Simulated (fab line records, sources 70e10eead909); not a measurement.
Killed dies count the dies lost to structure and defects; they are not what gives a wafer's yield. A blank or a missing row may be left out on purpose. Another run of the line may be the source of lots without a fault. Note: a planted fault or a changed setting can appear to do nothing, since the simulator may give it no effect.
fab line records -- flow nandHarc
record lots=13, wafers=37, lastDay=24
route steps=1159 shown A_STAIRCASE@593 END@1159
lots that met no fault: taken from a fault-free run of the same line
startH: the number of hours between the record's first day and the start of the first shown wafer of the lot -- waitH: how many hours have passed since the lot's step before this one -- " the same as in the row above -- L1.1+2: one row covering several wafers at once -- - either no value or no given start -- * or withheld: withheld -- < > ~ a bound
route shown NAME@n: a module of which the file shows steps, and the number in the route of the first -- usual: mean/standard deviation taken from wafers without a fault -- same: alike in all rows -- chamber/n: place in a boat -- sites: each site's reading -- _std_site: standard deviation of those values -- _edge_site: mean of outer sites minus mean of inner sites -- radiusMm: how far each site lies from the wafer's centre -- mask NAME#n: copy n -- behind: the last tool/chamber to shape the wafer -- hold: cause of the lot's hold/its duration in hours/its outcome -- device: whichever transistor did not switch (one of n, p or np) -- end of line: the route-end tests of the same wafers -- where a step has no rows: the recipe by itself -- killed: not the wafer's yield, but the dies lost to structure and defects at the first sort -- map: a wafer's dies, marking killed ones x, the rest . and places with no die _
set.NAME: the setting as run; set.NAME@STEP: as run at that earlier step -- model.NAME: the simulator's own value behind a step, which no gauge read
a sample of lots followed through the steps of the route, with each step as a table and each wafer as a row
services: from which hour (startH, from the record's first day; less than 0 if before it) a tool's chamber was out of use, for how many hours, and why
## steps
# step NHARC_A_STAIRCASE_ETCH_199
# recipe targetDepthA=1000, timeS=40.5, ionEnergyEv=400, c4f8FlowSccm=20, o2FlowSccm=10, arFlowSccm=withheld, rfW=600, biasW=1000, chemistry=C4F8/O2
# usual oesProductAu=0.942/0.0096, rfVppV=896/6.2, runLengthS=62.0/0.51
# same timeS=40.5
lot.wafer,tool,chamber,startH,waitH,oesProductAu,rfHoursCounterH,rfVppV,runLengthS
L997.2,rieDiel-05,2,-,-,0.924,32,904,62.1
L997.3,rieDiel-05,0,-,-,0.932,27,899,61.6
L997.5,rieDiel-05,2,-,-,0.930,-,904,62.4
L998.2,rieDiel-05,2,-,-,0.931,32,902,61.7
L998.6,rieDiel-05,1,-,-,0.945,-,897,62.0
L998.5,rieDiel-05,2,-,-,0.933,-,904,61.8
L100.3,rieDiel-05,1,-,-,0.937,32,895,61.9
L100.2,rieDiel-05,2,-,-,0.934,35,903,62.2
L100.4,rieDiel-05,3,-,-,0.933,28,897,62.4
L101.3,rieDiel-02,0,-,-,0.951,38,890,62.4
L101.1,rieDiel-02,1,-,-,0.944,41,888,62.1
L101.2,rieDiel-02,2,-,-,0.961,42,896,62.1
L104.3,rieDiel-12,2,-,-,0.945,22,897,60.8
L104.2,rieDiel-12,3,-,-,0.928,22,901,63.2
L104.5,rieDiel-12,2,-,-,0.952,-,897,61.5
L103.2,rieDiel-02,3,-,-,0.953,42,888,61.8
L103.1,rieDiel-02,0,-,-,0.954,41,889,62.4
L103.6,rieDiel-02,3,-,-,0.941,-,889,62.0
L102.3,rieDiel-12,2,-,-,0.943,24,897,61.1
L102.4,rieDiel-12,3,-,-,0.946,24,901,63.1
L102.2,rieDiel-12,1,-,-,0.954,23,904,61.4
L106.4,rieDiel-12,0,-,-,0.945,32,906,62.2
L106.3,rieDiel-12,1,-,-,0.944,31,904,61.0
L106.2,rieDiel-12,3,-,-,0.948,32,901,62.5
L111.4,rieDiel-02,0,-,-,0.942,55,890,62.4
L111.5,rieDiel-02,1,-,-,0.932,-,887,62.5
L111.6,rieDiel-02,2,-,-,0.932,-,895,62.1
L108.2,rieDiel-02,1,-,-,0.928,54,886,62.0
L108.3,rieDiel-02,2,-,-,0.931,59,893,62.7
L108.5,rieDiel-02,3,-,-,0.938,-,887,61.9
L112.1,rieDiel-05,3,-,-,0.934,58,895,61.5
L112.2,rieDiel-05,0,-,-,0.944,63,897,61.5
L112.3,rieDiel-05,1,-,-,0.950,61,896,61.8
L113.1,rieDiel-02,2,-,-,0.941,0,895,62.3
L113.6,rieDiel-02,2,-,-,0.937,-,894,62.4
L117.2,rieDiel-12,3,-,-,0.929,54,901,63.0
L117.3,rieDiel-12,0,-,-,0.932,55,904,62.4
# step NHARC_A_STAIRCASE_ETCH_203
# recipe targetDepthA=1000, timeS=40.5, ionEnergyEv=400, c4f8FlowSccm=20, o2FlowSccm=10, arFlowSccm=withheld, rfW=600, biasW=1000, chemistry=C4F8/O2
# usual oesProductAu=0.939/0.01, rfVppV=896/5.9, runLengthS=62.0/0.48
# same timeS=40.5
lot.wafer,tool,chamber,startH,waitH,oesProductAu,rfHoursCounterH,rfVppV,runLengthS
L997.2,rieDiel-05,3,-,-,0.936,23,895,61.5
L997.3,rieDiel-05,1,-,-,0.943,29,896,62.2
L997.5,rieDiel-05,3,-,-,0.943,-,897,61.8
L998.2,rieDiel-05,3,-,-,0.946,24,896,61.9
L998.6,rieDiel-05,1,-,-,0.946,-,896,62.1
L998.5,rieDiel-05,2,-,-,0.949,-,903,62.0
L100.2,rieDiel-05,2,-,-,0.934,35,902,62.2
L100.3,rieDiel-05,3,-,-,0.928,28,895,61.5
L100.4,rieDiel-05,1,-,-,0.927,33,897,62.4
L101.1,rieDiel-02,1,-,-,0.959,41,889,62.5
L101.2,rieDiel-02,2,-,-,0.939,42,895,62.6
L101.3,rieDiel-02,3,-,-,0.954,39,888,62.4
L104.3,rieDiel-12,2,-,-,0.924,22,897,60.8
L104.2,rieDiel-12,1,-,-,0.926,22,903,61.3
L104.5,rieDiel-12,2,-,-,0.937,-,898,61.3
L103.2,rieDiel-02,1,-,-,0.972,44,889,62.3
L103.1,rieDiel-02,0,-,-,0.949,41,888,62.1
L103.6,rieDiel-02,2,-,-,0.947,-,896,62.3
L102.3,rieDiel-12,1,-,-,0.932,23,904,61.2
L102.4,rieDiel-12,2,-,-,0.945,24,898,60.9
L102.2,rieDiel-12,3,-,-,0.942,25,901,62.7
L106.2,rieDiel-12,3,-,-,0.936,33,901,62.5
L106.3,rieDiel-12,0,-,-,0.931,32,904,62.7
L106.4,rieDiel-12,1,-,-,0.948,31,904,61.4
L111.4,rieDiel-02,2,-,-,0.930,58,894,62.3
L111.5,rieDiel-02,0,-,-,0.932,-,887,62.5
L111.6,rieDiel-02,1,-,-,0.947,-,888,62.0
L108.2,rieDiel-02,0,-,-,0.937,56,888,62.1
L108.3,rieDiel-02,2,-,-,0.930,59,894,62.5
L108.5,rieDiel-02,0,-,-,0.934,-,889,62.1
L112.1,rieDiel-05,1,-,-,0.950,61,897,62.0
L112.2,rieDiel-05,2,-,-,0.941,63,901,61.7
L112.3,rieDiel-05,3,-,-,0.950,58,895,61.8
L113.1,rieDiel-02,0,-,-,0.941,1,888,62.1
L113.6,rieDiel-02,0,-,-,0.943,-,888,62.2
L117.3,rieDiel-12,3,-,-,0.934,54,901,62.4
L117.2,rieDiel-12,0,-,-,0.918,55,906,61.9
# step NHARC_A_STAIRCASE_ETCH_227
# recipe targetDepthA=1000, timeS=40.5, ionEnergyEv=400, c4f8FlowSccm=20, o2FlowSccm=10, arFlowSccm=withheld, rfW=600, biasW=1000, chemistry=C4F8/O2
# usual oesProductAu=0.943/0.017, rfVppV=896/5.9, runLengthS=62.0/0.5
lot.wafer,tool,chamber,startH,waitH,oesProductAu,rfHoursCounterH,rfVppV,runLengthS
L997.3,rieDiel-12,1,257.05,-,0.930,16,904,61.1
L997.2,rieDiel-12,2,257.05,-,0.933,17,898,60.9
L997.5,rieDiel-12,0,257.05,-,0.949,-,905,62.1
L998.2,rieDiel-12,3,257.48,-,0.924,17,901,62.8
L998.6,rieDiel-12,3,257.48,-,0.936,-,903,62.5
L998.5,rieDiel-12,0,257.48,-,0.928,-,904,62.3
L100.4,rieDiel-12,2,261.87,-,0.924,19,897,60.9
L100.2,rieDiel-12,0,261.87,-,0.927,17,906,62.1
L100.3,rieDiel-12,1,261.87,-,0.934,18,904,61.2
L101.1,rieDiel-05,3,272.07,-,0.949,31,895,62.2
L101.2,rieDiel-05,1,272.07,-,0.961,35,897,61.8
L101.3,rieDiel-05,2,272.07,-,0.931,39,901,62.3
L104.2,rieDiel-02,1,281.77,-,0.956,45,887,62.1
L104.3,rieDiel-02,2,281.77,-,0.953,45,894,62.4
L104.5,rieDiel-02,0,281.77,-,0.941,-,889,62.1
L103.1,rieDiel-05,2,283.04,-,0.939,42,901,62.3
L103.2,rieDiel-05,3,283.04,-,0.942,36,897,61.9
L103.6,rieDiel-05,0,283.04,-,0.938,-,898,61.2
L102.4,rieDiel-05,0,287.18,-,0.933,43,899,61.2
L102.3,rieDiel-05,2,287.18,-,0.946,44,901,61.9
L102.2,rieDiel-05,3,287.18,-,0.932,38,895,62.4
L106.4,rieDiel-12,0,302.18,-,0.927,33,904,62.0
L106.2,rieDiel-12,1,302.18,-,0.937,32,904,61.5
L106.3,rieDiel-12,3,302.18,-,0.935,34,901,62.7
L111.4,rieDiel-12,1,323.36,-,0.949,38,904,61.0
L111.5,rieDiel-12,0,323.36,-,0.944,-,906,61.9
L111.6,rieDiel-12,1,323.36,-,0.929,-,904,61.7
L108.3,rieDiel-02,1,324.18,-,0.954,55,889,62.8
L108.2,rieDiel-02,2,324.18,-,0.943,60,896,62.4
L108.5,rieDiel-02,3,324.18,-,0.934,-,887,62.3
L112.1,rieDiel-02,2,340.94,-,0.990,2,894,62.1
L112.3,rieDiel-02,3,340.94,-,1.006,2,886,62.1
L112.2,rieDiel-02,0,340.94,-,0.999,2,887,62.7
L113.1,rieDiel-02,0,341.71,-,0.941,3,888,50.8
L113.6,rieDiel-02,0,341.71,-,0.935,-,889,62.6
L117.3,rieDiel-02,2,354.21,-,0.931,10,894,50.2
L117.2,rieDiel-02,1,354.21,-,0.938,6,887,62.2
# step NHARC_A_STAIRCASE_TRIM_229
# recipe timeS=211.2, o2FlowSccm=500, arFlowSccm=0, biasW=0, chemistry=O2
# usual drypumpMotorCurrentA=5.9/0.35, oesProductAu=0.998/0.0078, rfVppV=57.8/0.93, showerheadPlenumPTorr=3.55/0.17, throttleValvePct=17.037/0.0087
# same timeS=211.2
lot.wafer,tool,chamber,startH,waitH,drypumpMotorCurrentA,oesProductAu,rfHoursCounterH,rfVppV,showerheadPlenumPTorr,throttleValvePct
L997.2,rieDiel-12,0,257.32,0.2,5.8,0.993,16,59.1,3.80,17.038
L997.3,rieDiel-12,1,257.32,0.2,5.9,0.997,16,59.6,3.77,17.043
L997.5,rieDiel-12,0,257.32,0.2,5.8,0.998,-,58.3,3.80,17.060
L998.2,rieDiel-02,3,257.74,0.1,6.4,1.007,35,57.2,3.32,17.024
L998.5,rieDiel-02,0,257.74,0.1,5.7,1.006,-,56.7,3.33,17.033
L998.6,rieDiel-02,1,257.74,0.1,6.3,1.006,-,57.3,3.32,17.034
L100.3,rieDiel-12,0,262.05,0.1,5.8,0.981,17,60.0,3.80,17.038
L100.4,rieDiel-12,2,262.05,0.1,5.8,0.996,19,57.8,3.57,17.045
L100.2,rieDiel-12,3,262.05,0.1,5.5,0.989,18,58.3,3.68,17.049
L101.3,rieDiel-05,2,272.25,0.1,6.2,1.001,39,58.6,3.70,17.038
L101.1,rieDiel-05,3,272.25,0.1,6.7,0.995,31,58.7,3.52,17.015
L101.2,rieDiel-05,0,272.25,0.1,5.9,1.003,35,57.8,3.59,17.035
L104.3,rieDiel-12,2,281.94,0.1,5.8,1.002,23,57.6,3.57,17.031
L104.2,rieDiel-12,3,281.94,0.1,5.5,1.000,24,57.4,3.67,17.037
L104.5,rieDiel-12,2,281.94,0.1,5.8,0.997,-,58.0,3.57,17.037
L103.2,rieDiel-05,3,283.21,0.1,6.6,1.003,36,58.0,3.52,17.043
L103.1,rieDiel-05,1,283.21,0.1,6.0,0.997,39,56.8,3.53,17.041
L103.6,rieDiel-05,0,283.21,0.1,5.8,1.001,-,58.3,3.59,17.031
L102.4,rieDiel-02,0,287.38,0.1,5.7,1.005,46,57.1,3.33,17.041
L102.2,rieDiel-02,1,287.38,0.1,6.3,1.007,47,58.8,3.31,17.040
L102.3,rieDiel-02,2,287.38,0.1,5.3,1.001,47,56.4,3.48,17.041
L106.2,rieDiel-12,2,302.36,0.1,5.8,0.995,33,58.0,3.56,17.024
L106.4,rieDiel-12,3,302.36,0.1,5.5,0.999,34,58.6,3.67,17.041
L106.3,rieDiel-12,1,302.36,0.1,5.9,1.005,32,58.6,3.76,17.041
L111.4,rieDiel-12,3,323.59,0.1,5.5,0.992,41,58.0,3.66,17.036
L111.5,rieDiel-12,0,323.59,0.1,5.8,0.983,-,57.6,3.79,17.027
L111.6,rieDiel-12,1,323.59,0.1,5.9,0.995,-,58.7,3.75,17.032
L108.2,rieDiel-12,1,324.36,0.1,5.9,0.990,38,58.7,3.75,17.039
L108.3,rieDiel-12,3,324.36,0.1,5.5,0.990,41,56.9,3.66,17.039
L108.5,rieDiel-12,1,324.36,0.1,5.9,0.987,-,57.1,3.75,17.047
L112.2,rieDiel-12,1,341.18,0.1,5.9,1.006,47,59.1,3.75,17.033
L112.1,rieDiel-12,3,341.18,0.1,5.5,1.002,48,59.0,3.66,17.046
L112.3,rieDiel-12,0,341.18,0.1,5.8,0.996,49,58.1,3.78,17.024
L113.1,rieDiel-02,1,341.96,0.1,6.2,1.007,0,57.1,3.31,17.033
L113.6,rieDiel-02,0,341.96,0.1,5.7,1.016,-,56.9,3.32,17.020
L117.2,rieDiel-02,0,354.41,0.1,5.7,1.008,9,56.8,3.32,17.047
L117.3,rieDiel-02,1,354.41,0.1,6.3,0.999,6,57.7,3.30,17.037
# step NHARC_END_SORT_01
# recipe tempC=25
# usual killedAtArray=29/12, killedAtOther=0.7/1, killedAtPeriphery=4/3.2, killedDies=34/12, killedOpen=3.4/2, killedShort=1.8/1.3
# same grossDies=677
lot.wafer,tool,chamber,startH,waitH,killedAtArray,killedAtOther,killedAtPeriphery,killedDies,killedOpen,killedShort
L104.2,prober-01,0,482.21,2.8,25,1,1,27,4,2
L104.3,prober-01,0,483.00,3.1,27,1,2,30,4,4
L104.5,prober-01,0,484.58,3.7,21,0,3,24,7,2
L102.2,prober-01,0,490.33,2.7,13,0,6,19,5,2
L102.3,prober-01,0,491.12,3.1,10,0,9,19,2,4
L102.4,prober-01,0,491.92,3.4,9,0,5,14,2,3
L111.4,prober-01,0,507.43,3.4,22,1,2,25,5,0
L111.5,prober-01,0,508.22,3.7,31,1,2,34,4,2
L111.6,prober-01,0,509.01,3.9,32,0,2,34,2,3
L112.1,prober-02,0,544.54,2.5,25,1,0,26,3,0
L112.2,prober-02,0,545.34,2.8,41,0,3,44,7,2
L112.3,prober-02,0,546.14,3.1,38,0,6,44,4,3
L113.1,prober-01,0,552.36,2.6,661,0,16,677,4,4
L113.6,prober-01,0,556.32,4.0,27,2,9,38,3,2
L117.2,prober-02,0,566.89,2.8,52,0,1,53,1,1
L117.3,prober-02,0,567.70,3.1,672,0,4,676,2,0
# killed by level:class
L104.2 A_CHANNEL_HOLE_D1:chamberFilmFlake=13 A_ONON_D1:geometricParticle:open=2 A_STAIRCASE:chamberFilmFlake=2 A_CONTACT:chamberFilmFlake=2 A_BONDPAD:chamberFilmFlake=2 A_CHANNEL_FILL_D1:geometricParticle:open=1 A_WL_FILL:geometricParticle:short=1 A_BLC:geometricParticle:short=1
L104.3 A_CHANNEL_HOLE_D1:chamberFilmFlake=13 A_STAIRCASE:chamberFilmFlake=5 P_CONTACT:geometricParticle:short=1 P_M0:geometricParticle:open=1 A_ONON_D1:geometricParticle:short=1 A_WL_FILL:geometricParticle:short=1 A_WL_FILL:geometricParticle:open=1 A_CONTACT:geometricParticle:open=1
L104.5 A_CHANNEL_HOLE_D1:chamberFilmFlake=10 A_WL_FILL:chamberFilmFlake=3 A_WL_FILL:geometricParticle:short=2 A_CONTACT:geometricParticle:open=2 P_CONTACT:geometricParticle:open=1 P_M0:geometricParticle:open=1 A_SOURCE_PLATE:geometricParticle:open=1 A_ONON_D1:geometricParticle:open=1
L102.2 P_M2:chamberFilmFlake=5 A_CHANNEL_HOLE_D1:chamberFilmFlake=3 A_CONTACT:chamberFilmFlake=3 A_CONTACT:geometricParticle:open=2 A_SOURCE_PLATE:geometricParticle:open=1 A_CHANNEL_FILL_D1:geometricParticle:open=1 A_SGD_CUT:geometricParticle:short=1 A_CONTACT:geometricParticle:short=1
L102.3 P_CONTACT:chamberFilmFlake=4 P_M2:chamberFilmFlake=3 A_ONON_D1:geometricParticle:short=2 A_CHANNEL_HOLE_D1:chamberFilmFlake=2 A_STAIRCASE:chamberFilmFlake=2 P_CONTACT:geometricParticle:short=1 A_ONON_D1:geometricParticle:open=1 A_WL_FILL:geometricParticle:short=1
L102.4 P_M2:chamberFilmFlake=3 P_CONTACT:chamberFilmFlake=2 A_CHANNEL_HOLE_D1:chamberFilmFlake=2 A_SOURCE_PLATE:geometricParticle:short=1 A_ONON_D1:geometricParticle:open=1 A_CONTACT:geometricParticle:short=1 A_CONTACT:geometricParticle:open=1 A_M0:geometricParticle:short=1
L111.4 A_SLIT:chamberFilmFlake=9 A_CHANNEL_HOLE_D1:chamberFilmFlake=5 A_STAIRCASE:chamberFilmFlake=3 P_CONTACT:geometricParticle:open=1 P_M2:geometricParticle:open=1 A_ONON_D1:geometricParticle:open=1 A_CHANNEL_FILL_D1:geometricParticle:open=1 A_CONTACT:geometricParticle:open=1
L111.5 A_SLIT:chamberFilmFlake=14 A_CHANNEL_HOLE_D1:chamberFilmFlake=7 A_CONTACT:chamberFilmFlake=3 A_STAIRCASE:chamberFilmFlake=2 P_M2:geometricParticle:open=1 A_ONON_D1:geometricParticle:open=1 A_STAIRCASE:geometricParticle:open=1 A_WL_FILL:geometricParticle:open=1
L111.6 A_SLIT:chamberFilmFlake=14 A_CHANNEL_HOLE_D1:chamberFilmFlake=6 A_STAIRCASE:chamberFilmFlake=4 A_CONTACT:chamberFilmFlake=3 P_GATE:geometricParticle:short=1 P_CONTACT:geometricParticle:short=1 A_WL_FILL:geometricParticle:short=1 A_BLC:geometricParticle:open=1
L112.1 A_CHANNEL_HOLE_D1:chamberFilmFlake=8 A_STAIRCASE:chamberFilmFlake=6 A_CONTACT:chamberFilmFlake=5 A_SLIT:chamberFilmFlake=3 A_CONTACT:geometricParticle:open=2 A_WL_FILL:geometricParticle:open=1 THIN_TSV:chamberFilmFlake=1
L112.2 A_CHANNEL_HOLE_D1:chamberFilmFlake=21 A_CONTACT:chamberFilmFlake=7 A_STAIRCASE:chamberFilmFlake=5 A_WL_FILL:geometricParticle:short=2 A_BLC:geometricParticle:open=2 P_STI:chamberFilmFlake=2 P_M2:geometricParticle:open=1 A_SOURCE_PLATE:geometricParticle:open=1
L112.3 A_CHANNEL_HOLE_D1:chamberFilmFlake=17 A_CONTACT:chamberFilmFlake=9 P_CONTACT:chamberFilmFlake=4 A_STAIRCASE:chamberFilmFlake=4 A_SLIT:chamberFilmFlake=3 A_SLIT:geometricParticle:open=2 P_M0:geometricParticle:open=1 P_M2:geometricParticle:open=1
L113.1 A_STAIRCASE:areaEtch=632 A_CONTACT:chamberFilmFlake=11 P_CONTACT:chamberFilmFlake=9 A_STAIRCASE:chamberFilmFlake=7 P_ZERO_WELL:chamberFilmFlake=4 A_CHANNEL_HOLE_D1:chamberFilmFlake=4 P_CONTACT:geometricParticle:open=2 A_WL_FILL:geometricParticle:short=2
L113.6 A_CONTACT:chamberFilmFlake=8 A_CHANNEL_HOLE_D1:chamberFilmFlake=6 A_STAIRCASE:chamberFilmFlake=6 P_ZERO_WELL:chamberFilmFlake=5 A_CONTACT:geometricParticle:open=2 P_CONTACT:chamberFilmFlake=2 THIN_TSV:chamberFilmFlake=2 A_SGD_CUT:geometricParticle:short=1
L117.2 A_CHANNEL_HOLE_D1:chamberFilmFlake=23 A_SLIT:chamberFilmFlake=18 A_CONTACT:chamberFilmFlake=4 A_STAIRCASE:chamberFilmFlake=4 A_SGD_CUT:geometricParticle:open=1 A_WL_FILL:geometricParticle:short=1 P_GATE:chamberFilmFlake=1 A_CHANNEL_FILL_D1:chamberFilmFlake=1
L117.3 A_STAIRCASE:areaEtch=639 A_SLIT:chamberFilmFlake=18 A_CHANNEL_HOLE_D1:chamberFilmFlake=11 A_CONTACT:chamberFilmFlake=3 P_CONTACT:geometricParticle:open=2 P_GATE:chamberFilmFlake=1 P_M1:chamberFilmFlake=1 A_CHANNEL_FILL_D1:chamberFilmFlake=1
## services
tool,chamber,startH,hours,kind
rieDiel-12,0,235.99,-,clean
rieDiel-12,1,235.99,-,clean
rieDiel-12,2,235.99,-,clean
rieDiel-12,3,235.99,-,clean
rieDiel-12,0,260.50,-,clean
rieDiel-12,1,260.50,-,clean
rieDiel-12,2,260.50,-,clean
rieDiel-12,3,260.50,-,clean
rieDiel-02,2,269.84,3.8,repair
rieDiel-12,0,286.30,-,clean
rieDiel-12,1,286.30,-,clean
rieDiel-12,2,286.30,-,clean
rieDiel-12,3,286.30,-,clean
rieDiel-02,1,290.03,6.3,repair
rieDiel-12,0,310.80,-,clean
rieDiel-12,1,310.80,-,clean
rieDiel-12,2,310.80,-,clean
rieDiel-12,3,310.80,-,clean
rieDiel-02,-,328.07,9.0,pm
rieDiel-12,0,335.37,-,clean
rieDiel-12,1,335.37,-,clean
rieDiel-12,2,335.37,-,clean
rieDiel-12,2,339.80,17.4,repair
rieDiel-05,-,340.66,9.0,pm
## key
firstSign step=NHARC_A_STAIRCASE_ETCH_227, reading=runLengthS, direction=down, sigmas=23, usual=*, struck=*
effect step=NHARC_END_SORT_01, reading=killedDies, direction=up, sigmas=55, usual=34, struck=676
moreKillsBornAt NHARC_A_STAIRCASE_ETCH_227@rieDiel-02=1271
metAt NHARC_A_STAIRCASE_ETCH_227
struckLots L113,L117
struckWafers L113.1,L117.3
laterRowsLeftOut L113.1,L117.3
testerLeftOut L113,L117
notActingAt NHARC_A_STAIRCASE_ETCH_199,NHARC_A_STAIRCASE_ETCH_203,NHARC_A_STAIRCASE_TRIM_229
onsetBetween 340.94 341.71
fault kind=processParameterDrift, tool=rieDiel-02, chamber=-, onsetH=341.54, steps=NHARC_A_STAIRCASE_ETCH_227, channel=timeS, offset=*, shape=step, endH=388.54, scope=struckWafersOnly, actsIn=*, stated=*
# testerLeftOut: of these lots the tester's yield and bins aren't shown, on N5 and GAA mostly nor the transistor test; their killed dies are dies lost to structure and defects alone, not to doping, threshold or leakage, so they don't give the yield
# laterRowsLeftOut: the simulator's readings of these wafers behind a module that went badly wrong aren't trusted and aren't shown, but for the sort
